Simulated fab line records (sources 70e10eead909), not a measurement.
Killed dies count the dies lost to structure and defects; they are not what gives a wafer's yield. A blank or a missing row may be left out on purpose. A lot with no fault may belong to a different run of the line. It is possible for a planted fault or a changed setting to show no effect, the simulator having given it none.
Code-filled problem report in 8D (eight disciplines) form | flow nand harc | the parts of the form that need people (team, actions taken, sign-off) are left out

1. WHAT IS WRONG
At NHARC_END_SORT_01, killed at array averages 677 over 2 wafers from 2 lots, while fault-free wafers read 58, standard deviation 18. Measured from the usual mean, that is +34 standard deviations.
First seen on wafer L961.6, day 27 08:53, on prober-01. Wafers with a number at this step in the record: 6, from 2 lots. Rule for "out" (also "out of limits"): further than 4 standard deviations from the usual mean. The other wafers with a number count as sound.

2. WHAT IT IS, AND WHAT IT ISN'T
question                    | is                           | is not
which readings at this step | killed at array, killed dies | killed at other, killed at periphery, killed open, killed short
which lots                  | L961, L962                   | -
which wafers of those lots  | L961.6, L962.6               | L961.1, L961.4, L962.2, L962.4
read on which gauges        | prober-01, prober-02         | -
when                        | from day 27 08:53            | up to then (2 sound wafers); but 2 sound wafers of L962 came after

3. WHAT RULES OUT EACH SUSPECT
Counting: any tool at a process step up to the reading remains a suspect provided it ran every lot that is out. Sound lots after the first of them don't rule it out here, since some wafers of a struck lot are sound.
- the gauge at NHARC_END_SORT_01 is ruled out. The wafers that are out were read on 2 gauges (prober-01, prober-02).
- pecvd-03 at NHARC_A_STAIRCASE_DEP_280 (deposits SiON, target thk 30 nm): kept. It ran every lot that is out, first L961 (day 19 10:05).
- pvd sputter-03 at NHARC_A_BONDPAD_PVD_17 (deposits TaN, target thk 5 nm, time 8.06 s): kept. It ran every lot that is out, first L961 (day 26 14:21). NHARC_A_BONDPAD_PVD_17 gives no start for some lots, so the hours and the order of its lots are those of NHARC_THIN_TSV_ETCH_44.
- rie diel-01 at NHARC_THIN_TSV_ETCH_44 (etches the open film in CF4/O2, target depth 1594.2 nm, time 797.1 s): kept. It ran every lot that is out, first L961 (day 26 14:21).
- rie diel-01 at NHARC_THIN_TSV_DESCUM_35 (chemistry O2, time 3 s): kept. It ran every lot that is out, first L961 (day 26 20:02).
Left after counting: pecvd-03 at NHARC_A_STAIRCASE_DEP_280, pvd sputter-03 at NHARC_A_BONDPAD_PVD_17, rie diel-01 at NHARC_THIN_TSV_ETCH_44, rie diel-01 at NHARC_THIN_TSV_DESCUM_35.

4. THE CAUSE (what the simulator had put in)
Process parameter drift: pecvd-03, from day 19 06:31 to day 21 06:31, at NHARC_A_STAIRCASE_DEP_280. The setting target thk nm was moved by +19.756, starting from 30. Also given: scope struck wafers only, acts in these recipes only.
Counting left 4 suspects, and this tool is among them.

5. SEQUENCE OF EFFECTS, ordered by route
Rows list readings where the struck wafers' mean (over those with a number) sits beyond 3 standard deviations from the usual. Only readings for which the record gives a usual standard deviation are gone through. hours: the time from each lot's start at the first step in this table that gives one to its start at this step, as a median over the lots. sigmas: the change in usual standard deviations.
hours | step              | reading         | usual | on struck wafers | change | sigmas
0     | NHARC_END_SORT_01 | killed at array | 58    | 677              | +619   | +34
0     | NHARC_END_SORT_01 | killed dies     | 64    | 677              | +613   | +34

6. WHAT WOULD HAVE CAUGHT IT SOONER
Counted from the fault's start at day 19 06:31, it took 194 hours until the first out-of-limits reading at a measuring or inspecting step in this record, taken at day 27 08:53.
An alarm limit of 4 standard deviations would not have fired on the tool readings at NHARC_A_STAIRCASE_DEP_280 for which the record gives a usual standard deviation, since none of them was out on any struck wafer.
Lots out: 2; all had begun NHARC_A_STAIRCASE_DEP_280 on pecvd-03 by day 27 08:53. Had the tool been put on hold then, not one of them would have been saved.
